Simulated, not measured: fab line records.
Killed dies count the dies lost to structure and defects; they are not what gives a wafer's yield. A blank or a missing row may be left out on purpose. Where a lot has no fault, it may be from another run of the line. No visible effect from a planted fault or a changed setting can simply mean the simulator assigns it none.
Struck lot and sound lot, side by side    flow nandHarc    15 steps out of a route of 1302
Sound: wafers L352.1, L352.2, L352.4. The struck wafers were L361.1, L361.2, L361.6. The cause is given at the end.
Each step with rows lists, per side, the tool, then ch with its chambers, then its first start. Under that, the readings that differ: sound wafers    struck wafers    difference of the means    sigmas: that difference in standard deviations of wafers without a fault.
alike: same words and numbers on both sides, and readings whose means sit less than 2 such deviations apart. not compared: any withheld reading, any reading some wafer has no value for, any bound like >300 that may hide the same value, and any number with overlapping values for which the record gives no deviation.
A row with sigmas, a row that says differs or no value, or rows on one side alone: a step with any of these is where the two part. When numbers do not overlap yet have no deviation, they are printed without sigmas and do not part them. A reading missing from all wafers of one side parts the sides only when that side holds two or more wafers.

NHARC_A_STAIRCASE_ETCH_253: etches the open film in C4F8/O2, target depth 50 nm, time 20.2 s.
  sound on rieDiel-11 ch 1,2,3, day 16 07:16; struck on rieDiel-03 ch 0,3, day 20 15:43
  alike: chamberPressureMTorr, oesProductAu, rfVppV
  not compared: rfHoursCounterH
NHARC_A_STAIRCASE_STRIP_254: strips in O2.
  sound on plasmaAsher-01 ch 0,1, day 16 07:21; struck on plasmaAsher-02 ch 0,1, day 20 15:49
  alike: drypumpMotorCurrentA, heaterPowerW
  not compared: rfHoursCounterH
then, 3 steps without rows for these wafers: NHARC_A_STAIRCASE_STRIP_255 (strips in SPM, time 900 s); NHARC_A_STAIRCASE_PRECLEAN_256 (cleans in SC1); NHARC_A_STAIRCASE_SRD_257.
NHARC_A_STAIRCASE_HM_DEP_456: deposits aC, target thk 3100 nm.
  sound on aclDep-03 ch 0, day 16 08:10; struck on aclDep-02 ch 0, day 20 16:37
  alike: throttleValvePct
NHARC_A_STAIRCASE_DEP_259: deposits SiON, target thk 30 nm.
  sound on pecvd-02 ch 0,2, day 16 10:13; struck on pecvd-04 ch 0,1,2, day 20 18:30
  alike: heaterPowerOuterW, heaterPowerW
then, 5 steps without rows for these wafers: NHARC_A_STAIRCASE_DEHYDRATE_260 (time 120 s); NHARC_A_STAIRCASE_HMDS_261 (time 30 s); NHARC_A_STAIRCASE_COAT_262; NHARC_A_STAIRCASE_SOFTBAKE_263 (time 170 s); NHARC_A_STAIRCASE_EBR_264.
NHARC_A_STAIRCASE_EXPOSE_265: exposes mask CHOP 200.
  sound on krfScanner-02 ch 0, day 16 10:41; struck on krfScanner-02 ch 0, day 20 19:07
reading            sound                 struck                difference  sigmas
exposureDoseMJCm2  25.012 25.016 25.033  23.884 23.906 23.892  -1.126      -47
  alike: mask
then, 2 steps without rows for these wafers: NHARC_A_STAIRCASE_PEB_266 (peb time 130 s); NHARC_END_SORT_01.

WHERE THEY PART
Only at NHARC_A_STAIRCASE_EXPOSE_265, within this record.

WHY: the cause the simulator had injected
Drift in process parameters on krfScanner-02 at NHARC_A_STAIRCASE_EXPOSE_265, starting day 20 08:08. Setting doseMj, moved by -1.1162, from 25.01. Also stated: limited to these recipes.
